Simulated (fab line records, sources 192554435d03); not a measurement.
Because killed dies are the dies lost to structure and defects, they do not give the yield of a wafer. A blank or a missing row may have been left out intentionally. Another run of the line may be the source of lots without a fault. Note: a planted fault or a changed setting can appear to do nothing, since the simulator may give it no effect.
Split-lot study / flow n5 finfet / route with 1938 steps; 7 lots, 39 wafers read

## ON THE SPLIT
At N5_DUMMY_GATE_EXPOSE_12 (exposes mask GATE, target cd 25 nm), the setting dose mj was moved away from the recipe's 34 on 12 of the 39 wafers read, by -2.3% to +7.4%. This setting was run at the recipe's value on the other wafers.

## FROM THE SPLIT TO THE READING: what the file shows between them, 2 steps
- N5_DUMMY_GATE_PEB_13: peb time 60 s
- N5_DUMMY_GATE_DEVELOP_14: develop time 30 s

## THE READING
cd nm (nm) at N5_DUMMY_GATE_CD_MEAS_15, where the cd target is 25.8 nm. Fault-free wafers of this fab line usually give 25.00 nm, standard deviation 0.25 nm.

wafer=L076.1; tool, chamber at the split=euv scanner-01, 0; dose mj as run=36.51; against the recipe=+7.4%; cd nm, nm=23.65; against lot-mates on the recipe=-1.45
wafer=L076.2; tool, chamber at the split=euv scanner-01, 0; dose mj as run=36.51; against the recipe=+7.4%; cd nm, nm=23.41; against lot-mates on the recipe=-1.69
wafer=L076.3; tool, chamber at the split=euv scanner-01, 0; dose mj as run=34; against the recipe=recipe; cd nm, nm=25.19; against lot-mates on the recipe=-
wafer=L076.4; tool, chamber at the split=euv scanner-01, 0; dose mj as run=34; against the recipe=recipe; cd nm, nm=24.90; against lot-mates on the recipe=-
wafer=L076.5; tool, chamber at the split=euv scanner-01, 0; dose mj as run=36.51; against the recipe=+7.4%; cd nm, nm=23.77; against lot-mates on the recipe=-1.33
wafer=L076.6; tool, chamber at the split=euv scanner-01, 0; dose mj as run=34; against the recipe=recipe; cd nm, nm=25.20; against lot-mates on the recipe=-
wafer=L079.1; tool, chamber at the split=euv scanner-02, 0; dose mj as run=34; against the recipe=recipe; cd nm, nm=25.14; against lot-mates on the recipe=-
wafer=L079.2; tool, chamber at the split=euv scanner-02, 0; dose mj as run=33.23; against the recipe=-2.3%; cd nm, nm=25.65; against lot-mates on the recipe=+0.72
wafer=L079.3; tool, chamber at the split=euv scanner-02, 0; dose mj as run=33.23; against the recipe=-2.3%; cd nm, nm=25.80; against lot-mates on the recipe=+0.87
wafer=L079.4; tool, chamber at the split=euv scanner-02, 0; dose mj as run=34; against the recipe=recipe; cd nm, nm=24.68; against lot-mates on the recipe=-
wafer=L079.5; tool, chamber at the split=euv scanner-02, 0; dose mj as run=34; against the recipe=recipe; cd nm, nm=24.98; against lot-mates on the recipe=-
wafer=L079.6; tool, chamber at the split=euv scanner-02, 0; dose mj as run=33.23; against the recipe=-2.3%; cd nm, nm=25.48; against lot-mates on the recipe=+0.55
wafer=L085.1; tool, chamber at the split=euv scanner-02, 0; dose mj as run=34; against the recipe=recipe; cd nm, nm=24.84; against lot-mates on the recipe=-
wafer=L085.5; tool, chamber at the split=euv scanner-02, 0; dose mj as run=34; against the recipe=recipe; cd nm, nm=25.22; against lot-mates on the recipe=-
wafer=L085.6; tool, chamber at the split=euv scanner-02, 0; dose mj as run=34; against the recipe=recipe; cd nm, nm=24.56; against lot-mates on the recipe=-
wafer=L093.1; tool, chamber at the split=euv scanner-01, 0; dose mj as run=34; against the recipe=recipe; cd nm, nm=24.88; against lot-mates on the recipe=-
wafer=L093.2; tool, chamber at the split=euv scanner-01, 0; dose mj as run=34; against the recipe=recipe; cd nm, nm=24.90; against lot-mates on the recipe=-
wafer=L093.3; tool, chamber at the split=euv scanner-01, 0; dose mj as run=34; against the recipe=recipe; cd nm, nm=25.31; against lot-mates on the recipe=-
wafer=L093.4; tool, chamber at the split=euv scanner-01, 0; dose mj as run=34; against the recipe=recipe; cd nm, nm=24.93; against lot-mates on the recipe=-
wafer=L093.5; tool, chamber at the split=euv scanner-01, 0; dose mj as run=34; against the recipe=recipe; cd nm, nm=24.86; against lot-mates on the recipe=-
wafer=L093.6; tool, chamber at the split=euv scanner-01, 0; dose mj as run=34; against the recipe=recipe; cd nm, nm=24.94; against lot-mates on the recipe=-
wafer=L094.1; tool, chamber at the split=euv scanner-01, 0; dose mj as run=36.44; against the recipe=+7.2%; cd nm, nm=23.22; against lot-mates on the recipe=-1.82
wafer=L094.2; tool, chamber at the split=euv scanner-01, 0; dose mj as run=36.44; against the recipe=+7.2%; cd nm, nm=24.03; against lot-mates on the recipe=-1.01
wafer=L094.3; tool, chamber at the split=euv scanner-01, 0; dose mj as run=36.44; against the recipe=+7.2%; cd nm, nm=24.35; against lot-mates on the recipe=-0.69
wafer=L094.4; tool, chamber at the split=euv scanner-01, 0; dose mj as run=34; against the recipe=recipe; cd nm, nm=25.29; against lot-mates on the recipe=-
wafer=L094.5; tool, chamber at the split=euv scanner-01, 0; dose mj as run=34; against the recipe=recipe; cd nm, nm=24.91; against lot-mates on the recipe=-
wafer=L094.6; tool, chamber at the split=euv scanner-01, 0; dose mj as run=34; against the recipe=recipe; cd nm, nm=24.91; against lot-mates on the recipe=-
wafer=L095.1; tool, chamber at the split=euv scanner-02, 0; dose mj as run=34; against the recipe=recipe; cd nm, nm=24.93; against lot-mates on the recipe=-
wafer=L095.2; tool, chamber at the split=euv scanner-02, 0; dose mj as run=34; against the recipe=recipe; cd nm, nm=24.70; against lot-mates on the recipe=-
wafer=L095.3; tool, chamber at the split=euv scanner-02, 0; dose mj as run=34; against the recipe=recipe; cd nm, nm=24.88; against lot-mates on the recipe=-
wafer=L095.4; tool, chamber at the split=euv scanner-02, 0; dose mj as run=34; against the recipe=recipe; cd nm, nm=24.93; against lot-mates on the recipe=-
wafer=L095.5; tool, chamber at the split=euv scanner-02, 0; dose mj as run=34; against the recipe=recipe; cd nm, nm=24.78; against lot-mates on the recipe=-
wafer=L095.6; tool, chamber at the split=euv scanner-02, 0; dose mj as run=34; against the recipe=recipe; cd nm, nm=25.26; against lot-mates on the recipe=-
wafer=L096.1; tool, chamber at the split=euv scanner-02, 0; dose mj as run=36.18; against the recipe=+6.4%; cd nm, nm=23.30; against lot-mates on the recipe=-1.55
wafer=L096.2; tool, chamber at the split=euv scanner-02, 0; dose mj as run=36.18; against the recipe=+6.4%; cd nm, nm=23.48; against lot-mates on the recipe=-1.37
wafer=L096.3; tool, chamber at the split=euv scanner-02, 0; dose mj as run=34; against the recipe=recipe; cd nm, nm=24.72; against lot-mates on the recipe=-
wafer=L096.4; tool, chamber at the split=euv scanner-02, 0; dose mj as run=36.18; against the recipe=+6.4%; cd nm, nm=23.93; against lot-mates on the recipe=-0.92
wafer=L096.5; tool, chamber at the split=euv scanner-02, 0; dose mj as run=34; against the recipe=recipe; cd nm, nm=24.53; against lot-mates on the recipe=-
wafer=L096.6; tool, chamber at the split=euv scanner-02, 0; dose mj as run=34; against the recipe=recipe; cd nm, nm=25.29; against lot-mates on the recipe=-

FIT RESULTS
A straight line over all 39 wafers: cd nm changes by -0.188 nm for each +1% of dose mj; r = -0.91; the points scatter about the line by 0.27 nm.
The same after taking each lot's own level away (the mean of its wafers on the recipe; 39 wafers): -0.196 nm for each +1%; r = -0.92; scatter 0.26 nm.
Per that fit: largest dose mj move, reading shift of 1.4 nm.
Across the lots, their own levels run from 24.847 to 25.097 nm, a range of 1.0 times the standard deviation given above.
Hence the lot-to-lot level has little effect on the slope; both slopes agree.
Check: -1.41 nm against its lot-mates is what the line predicts for one of the wafers moved furthest among these (+7.4%) when that wafer is left out of the fit. It came out at -1.45 nm against them.

## THE WHOLE CHAIN: every reading that the file lists as answering this split, in the file's order
step=N5_DUMMY_GATE_CD_MEAS_15; what it does=target cd 25.8 nm; reading=cd nm; change (the file's fit)=-0.192 nm for each +1% of the setting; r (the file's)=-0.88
step=N5_DUMMY_GATE_TRIM_49; what it does=chemistry O2, time 29 s, target cd 14 nm; reading=DUMMY_GATE.cd nm (the simulator's own value, which no gauge read); change (the file's fit)=-0.178 nm for each +1% of the setting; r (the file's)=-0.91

## THE FILE'S OWN FIT
cd nm changes by -0.192 nm for each +1% of dose mj, r = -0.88.
